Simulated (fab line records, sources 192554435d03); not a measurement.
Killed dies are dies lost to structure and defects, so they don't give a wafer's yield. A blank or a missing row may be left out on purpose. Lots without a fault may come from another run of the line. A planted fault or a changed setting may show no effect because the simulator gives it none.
fab line records | flow n5_finfet
record lots=10 wafers=29 last_day=18
route steps=1938 shown BEOL_M7@1283
lots that met no fault: from a run of the same line without faults
start_h: hours from the record's first day to the start of the lot's first wafer shown | wait_h: hours since the lot's step before | " the same as in the row above | L1.1+2: a row that stands for several wafers | - no value, or no start given | * or withheld: withheld | < > ~ a bound
route shown NAME@n: a module of which the file shows steps, and the number in the route of the first | usual: mean/standard deviation of fault-free wafers | same: alike in all rows | chamber/n: place in a boat | sites: the reading at each site | _std_site: their standard deviation | _edge_site: outer sites' mean less inner sites' | radius_mm: how far each site lies from the wafer's centre | mask NAME#n: copy n | behind: the tool/chamber that last shaped the wafer | hold: why the lot was held/for how many hours/how that ended | device: the transistor (n, p or np) that didn't switch | end of line: the same wafers' tests at the end of the route | a step without rows: its recipe alone | killed: dies lost to structure and defects at the first sort, not the wafer's yield | map: a wafer's dies, x killed, . not, _ none there
set.NAME: the setting as run; set.NAME@STEP: as run at that earlier step | model.NAME: the simulator's own value behind a step, which no gauge read
steps of the route over a sample of lots; a table a step, a row a wafer
services: from which hour (start_h, from the record's first day; less than 0 if before it) a tool's chamber was out of use, for how many hours, and why
## steps
# step N5_BEOL_M7_STRIP_67
# recipe chemistry=CF4 resist=SiARC power_w=300 bias_power_w=75 pressure_mtorr=50 cf4_flow_sccm=150 rf_frequency_hz=6e+07
# usual bias_power_w=74.95/0.22 drypump_motor_current_A=5.6/0.37 oes_product_au=0.77/0.072 rf_vpp_V=271.0/1.4 showerhead_plenum_p_Torr=1.79/0.054 throttle_valve_pct=13.66/0.25
# columns lot.wafer tool chamber start_h wait_h bias_power_w drypump_motor_current_A oes_product_au rf_hours_counter_h rf_vpp_V showerhead_plenum_p_Torr throttle_valve_pct
L633.1 rie_diel-06 2 191.90 0.0 75.13 5.9 0.72 205 272.8 1.85 13.74
L633.2 " 1 " " 74.84 5.8 0.74 151 269.3 1.72 13.78
L633.3 " 0 " " 75.18 5.7 0.69 245 271.4 1.83 13.61
L632.2 rie_diel-06 3 193.06 0.0 74.80 5.2 0.75 167 271.8 1.86 13.50
L632.3 " 0 " " 75.01 5.7 0.70 246 270.8 1.83 13.59
L632.6 " 0 " " 74.89 5.7 0.70 - 273.5 1.83 13.61
L636.1 rie_diel-06 3 210.69 0.0 74.75 5.2 0.75 172 272.3 1.86 13.50
L636.2 " 2 " " 74.74 5.9 0.71 211 271.9 1.85 13.75
L636.5 " 2 " " 75.03 5.9 0.71 - 273.7 1.85 13.77
L640.3 rie_diel-05 0 225.25 0.0 74.63 6.0 0.72 207 271.1 1.85 14.04
L640.4 " 2 " " 75.13 5.0 0.85 64 271.7 1.82 13.49
L640.5 " 1 " " 75.03 5.6 0.71 - 270.8 1.71 13.78
L642.2 rie_diel-05 0 251.94 0.0 75.16 6.0 0.71 217 272.4 1.84 14.07
L642.5 " 3 " " 74.64 5.6 0.81 - 270.6 1.75 13.41
L642.6 " 1 " " 74.70 5.5 0.70 - 267.7 1.71 13.77
L644.1 rie_diel-04 0 252.15 0.0 75.08 5.6 0.80 83 268.4 1.75 13.62
L644.3 " 3 " " 75.17 5.1 0.75 166 270.5 1.79 13.90
L644.5 " 0 " " 74.90 5.6 0.80 - 269.3 1.75 13.63
L645.2 rie_diel-04 2 263.74 0.0 75.00 6.5 0.89 29 268.1 1.75 13.60
L645.4 " 3 " " 74.84 5.1 0.74 - 272.0 1.79 13.91
L645.5 " 0 " " 75.03 5.6 0.80 - 269.6 1.75 13.62
L646.1 rie_diel-06 0 276.52 0.0 75.22 5.8 0.93 14 272.8 1.83 13.08
L646.2 " 2 " " 74.94 6.0 0.70 232 272.0 1.84 13.82
L646.4 " 3 " " 74.93 5.2 0.73 193 272.7 1.85 13.55
L650.2 rie_diel-06 3 305.88 0.0 75.09 5.2 0.72 204 270.7 1.85 13.57
L650.5 " 3 " " 74.97 5.2 0.72 - 271.6 1.85 13.59
L655.1 rie_diel-06 3 341.52 0.0 75.19 5.2 0.72 216 270.0 1.85 13.62
L655.3 " 1 " " 74.76 5.8 0.69 202 268.8 1.71 13.88
L655.5 " 1 " " 75.01 5.8 0.70 - 269.5 1.71 13.89
# step N5_BEOL_M7_DESCUM_33
# recipe chemistry=O2 time_s=7 source_power_w=50 bias_power_w=20 pressure_mtorr=20 rf_frequency_hz=2.712e+07 temp_c=40 resist=CAR-EUV o2_flow_sccm=225
# usual bias_power_w=19.99/0.064 drypump_motor_current_A=5.7/0.39 oes_product_au=0.78/0.091 rf_vpp_V=243.0/1.4 showerhead_plenum_p_Torr=2.08/0.06 throttle_valve_pct=20.48/0.24
# columns lot.wafer tool chamber start_h wait_h bias_power_w drypump_motor_current_A oes_product_au rf_hours_counter_h rf_vpp_V showerhead_plenum_p_Torr throttle_valve_pct
L633.1 rie_diel-04 1 192.85 0.3 19.97 5.9 0.68 236 245.2 2.14 20.51
L633.2 " 3 " " 19.97 5.1 0.77 147 243.1 2.09 20.70
L633.3 " 0 " " 19.94 5.6 0.82 64 244.0 2.04 20.52
L632.2 rie_diel-05 0 193.99 0.2 20.00 6.0 0.72 198 243.0 2.16 20.85
L632.3 " 2 " " 19.99 5.1 0.87 54 241.9 2.11 20.28
L632.6 " 0 " " 20.01 6.0 0.72 - 244.1 2.16 20.85
L636.1 rie_diel-05 0 211.34 0.0 19.99 6.0 0.71 203 243.6 2.16 20.85
L636.2 " 3 " " 19.91 5.7 0.81 95 243.1 2.03 20.23
L636.5 " 3 " " 20.01 5.6 0.82 - 242.2 2.03 20.21
L640.3 rie_diel-04 1 226.00 0.0 20.05 5.9 0.67 245 244.2 2.14 20.52
L640.4 " 2 " " 19.95 6.5 0.94 15 240.5 2.05 20.60
L640.5 " 1 " " 20.06 5.9 0.67 - 244.2 2.14 20.52
L644.1 rie_diel-06 2 254.26 0.1 20.05 5.9 0.70 226 243.9 2.16 20.56
L644.3 " 1 " " 19.99 5.8 0.71 174 239.8 2.01 20.70
L644.5 " 3 " " 19.96 5.2 0.73 - 242.9 2.17 20.27
L642.2 rie_diel-05 3 254.55 0.2 20.02 5.6 0.80 110 243.4 2.02 20.25
L642.5 " 0 " " 19.97 6.0 0.71 - 244.0 2.15 20.88
L642.6 " 1 " " 20.07 5.5 0.70 - 242.4 1.99 20.60
L645.2 rie_diel-06 0 264.56 0.1 20.10 5.7 0.95 11 243.9 2.14 19.99
L645.4 " 1 " " 19.92 5.8 0.72 176 241.1 2.00 20.70
L645.5 " 1 " " 20.06 5.8 0.72 - 241.3 2.01 20.69
L646.1 rie_diel-04 3 278.05 0.0 19.95 5.1 0.75 176 245.4 2.08 20.72
L646.2 " 1 " " 20.10 5.9 0.97 3 244.8 2.13 20.09
L646.4 " 2 " " 19.93 6.5 0.90 34 241.8 2.04 20.64
L650.2 rie_diel-06 3 306.79 0.0 20.04 5.2 0.72 204 243.8 2.16 20.29
L650.5 " 3 " " 20.03 5.2 0.72 - 244.5 2.16 20.30
L655.1 rie_diel-04 3 343.76 0.0 20.03 5.1 0.74 192 242.5 2.07 20.76
L655.3 " 2 " " 19.96 6.5 0.88 50 241.7 2.03 20.66
L655.5 " 2 " " 19.94 6.5 0.87 - 242.2 2.03 20.67
# step N5_BEOL_M7_ETCH_72
# recipe chemistry=N2/H2 target=underlayer target_depth_a=65 mask_material=CAR-EUV time_s=5.2 ion_energy_ev=200 pressure_mtorr=30 source_w=840 bias_w=150 n2_flow_sccm=200 h2_flow_sccm=200 ends=cleared
# usual drypump_motor_current_A=5.7/0.4 etch_rf_on_time_s=5.21/0.09 oes_product_au=0.67/0.076 rf_vpp_V=523.5/2.5 showerhead_plenum_p_Torr=2.53/0.078 throttle_valve_pct=17.87/0.25
# columns lot.wafer tool chamber start_h wait_h drypump_motor_current_A etch_rf_on_time_s oes_product_au rf_hours_counter_h rf_vpp_V showerhead_plenum_p_Torr throttle_valve_pct
L633.1 rie_diel-04 1 192.89 0.0 5.9 5.18 0.58 236 527.2 2.62 17.94
L633.2 " 3 " " 5.1 5.20 0.65 147 523.7 2.55 18.19
L633.3 " 0 " " 5.6 5.09 0.70 64 520.3 2.48 17.87
L632.2 rie_diel-05 0 194.03 0.0 6.0 5.40 0.61 198 526.2 2.63 18.25
L632.3 " 2 " " 5.1 5.25 0.74 54 526.3 2.57 17.63
L632.6 " 0 " " 6.0 5.35 0.61 - 526.5 2.63 18.29
L636.1 rie_diel-05 0 211.38 0.0 6.0 5.38 0.61 203 525.5 2.62 18.29
L636.2 " 3 " " 5.7 5.23 0.70 95 519.8 2.46 17.59
L636.5 " 3 " " 5.6 5.23 0.70 - 522.4 2.46 17.55
L640.3 rie_diel-04 1 226.03 0.0 5.9 5.19 0.57 245 524.8 2.61 17.95
L640.4 " 2 " " 6.5 5.16 0.79 15 524.2 2.48 17.88
L640.5 " 1 " " 5.9 5.10 0.58 - 523.8 2.61 17.95
L644.1 rie_diel-06 2 254.30 0.0 5.9 5.21 0.60 226 525.2 2.61 17.91
L644.3 " 1 " " 5.8 5.36 0.61 174 521.6 2.43 17.97
L644.5 " 3 " " 5.2 5.18 0.63 - 524.6 2.63 17.63
L642.2 rie_diel-05 3 254.58 0.0 5.7 5.18 0.69 110 521.6 2.46 17.59
L642.5 " 0 " " 6.0 5.36 0.60 - 525.8 2.62 18.34
L642.6 " 1 " " 5.6 5.14 0.59 - 519.0 2.41 18.07
L645.2 rie_diel-06 0 264.60 0.0 5.7 5.15 0.81 11 525.7 2.61 17.45
L645.4 " 1 " " 5.8 5.36 0.60 176 519.5 2.42 18.00
L645.5 " 1 " " 5.8 5.34 0.60 - 521.5 2.42 17.98
L646.1 rie_diel-04 3 278.08 0.0 5.1 5.30 0.64 176 522.3 2.54 18.23
L646.2 " 1 " " 5.9 5.07 0.81 3 524.0 2.61 17.51
L646.4 " 2 " " 6.5 5.13 0.76 34 521.7 2.47 17.94
L650.2 rie_diel-06 3 306.82 0.0 5.2 6.58 0.54 204 527.9 2.63 17.63
L650.5 " 3 " " 5.2 5.34 0.62 - 525.7 2.63 17.68
L655.1 rie_diel-04 3 343.80 0.0 5.1 5.28 0.63 192 524.8 2.53 18.26
L655.3 " 2 " " 6.5 5.16 0.73 50 520.7 2.46 17.95
L655.5 " 2 " " 6.5 5.13 0.73 - 523.3 2.46 17.95
# step N5_BEOL_M7_TRENCH_ETCH_37
# recipe chemistry=C4F6/O2 target_depth_a=934.78 target=SiCOH_lowk time_s=31.2 ion_energy_ev=250 pressure_mtorr=30 source_w=345 bias_w=185 Ar_flow_sccm=300 C4F6_flow_sccm=10 O2_flow_sccm=10
# usual drypump_motor_current_A=5.7/0.4 oes_product_au=0.78/0.091 rf_vpp_V=667/7.9 showerhead_plenum_p_Torr=2.83/0.087 throttle_valve_pct=20.97/0.25
# columns lot.wafer tool chamber start_h wait_h drypump_motor_current_A oes_product_au rf_hours_counter_h rf_vpp_V showerhead_plenum_p_Torr throttle_valve_pct
L633.1 rie_diel-04 1 - - 5.8 0.67 236 677 2.93 21.09
L633.2 " 3 " " 5.1 0.77 147 657 2.86 21.27
L633.3 " 0 " " 5.6 0.83 64 669 2.77 20.98
L632.2 rie_diel-05 0 - - 6.0 0.70 198 669 2.94 21.34
L632.3 " 2 " " 5.1 0.85 54 661 2.89 20.83
L632.6 " 0 " " 6.0 0.71 - 670 2.94 21.35
L636.1 rie_diel-05 0 - - 6.0 0.70 203 669 2.93 21.35
L636.2 " 3 " " 5.7 0.81 95 660 2.75 20.58
L636.5 " 3 " " 5.7 0.82 - 661 2.75 20.59
L640.3 rie_diel-04 1 - - 5.9 0.67 245 677 2.93 21.11
L640.4 " 2 " " 6.6 0.94 15 658 2.77 21.02
L640.5 " 1 " " 5.9 0.68 - 677 2.93 21.10
L644.1 rie_diel-06 2 - - 6.0 0.69 226 678 2.93 21.05
L644.3 " 1 " " 5.8 0.71 174 659 2.72 21.12
L644.5 " 3 " " 5.2 0.73 - 677 2.95 20.77
L642.2 rie_diel-05 3 - - 5.7 0.80 110 659 2.74 20.62
L642.5 " 0 " " 6.0 0.69 - 668 2.93 21.38
L642.6 " 1 " " 5.5 0.69 - 669 2.70 21.05
L645.2 rie_diel-06 0 - - 5.7 0.95 11 671 2.91 20.48
L645.4 " 1 " " 5.8 0.71 176 660 2.72 21.14
L645.5 " 1 " " 5.8 0.71 - 658 2.72 21.10
L646.1 rie_diel-04 3 - - 5.1 0.75 176 656 2.84 21.30
L646.2 " 1 " " 5.9 0.97 3 678 2.92 20.74
L646.4 " 2 " " 6.6 0.89 34 655 2.76 21.04
L650.2 rie_diel-06 3 - - 5.2 0.72 204 676 2.94 20.78
L650.5 " 3 " " 5.2 0.72 - 675 2.94 20.81
L655.1 rie_diel-04 3 - - 5.1 0.73 192 654 2.84 21.32
L655.3 " 2 " " 6.6 0.86 50 657 2.76 21.08
L655.5 " 2 " " 6.5 0.86 - 658 2.76 21.06
## services
# columns tool chamber start_h hours kind
rie_diel-06 1 175.19 8.7 repair
rie_diel-06 0 208.32 - clean
rie_diel-06 0 208.32 - consumable_replace:focus_ring
rie_diel-06 0 208.32 17.7 scheduled_down
rie_diel-06 0 208.32 17.7 vent_cycle
rie_diel-04 1 244.83 - clean
rie_diel-04 1 244.83 - consumable_replace:focus_ring
rie_diel-04 1 244.83 22.6 scheduled_down
rie_diel-04 1 244.83 22.6 vent_cycle
rie_diel-04 - 284.96 14.6 pm
rie_diel-06 2 331.19 - clean
rie_diel-06 2 331.19 - consumable_replace:focus_ring
rie_diel-06 2 331.19 25.2 scheduled_down
rie_diel-06 2 331.19 25.2 vent_cycle
rie_diel-04 1 335.55 41.2 repair
## key
first_sign step=N5_BEOL_M7_ETCH_72 reading=etch_rf_on_time_s direction=up sigmas=15 usual=* struck=*
effect none on later readings
met_at N5_BEOL_M7_ETCH_72
struck_lots L650
struck_wafers L650.2
not_acting_at N5_BEOL_M7_STRIP_67,N5_BEOL_M7_DESCUM_33,N5_BEOL_M7_TRENCH_ETCH_37
onset_between 264.60 306.82
fault kind=process_parameter_drift tool=rie_diel-06 chamber=- onset_h=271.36 steps=N5_BEOL_M7_ETCH_72 channel=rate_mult offset=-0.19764 shape=step end_h=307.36 scope=struck_wafers_only
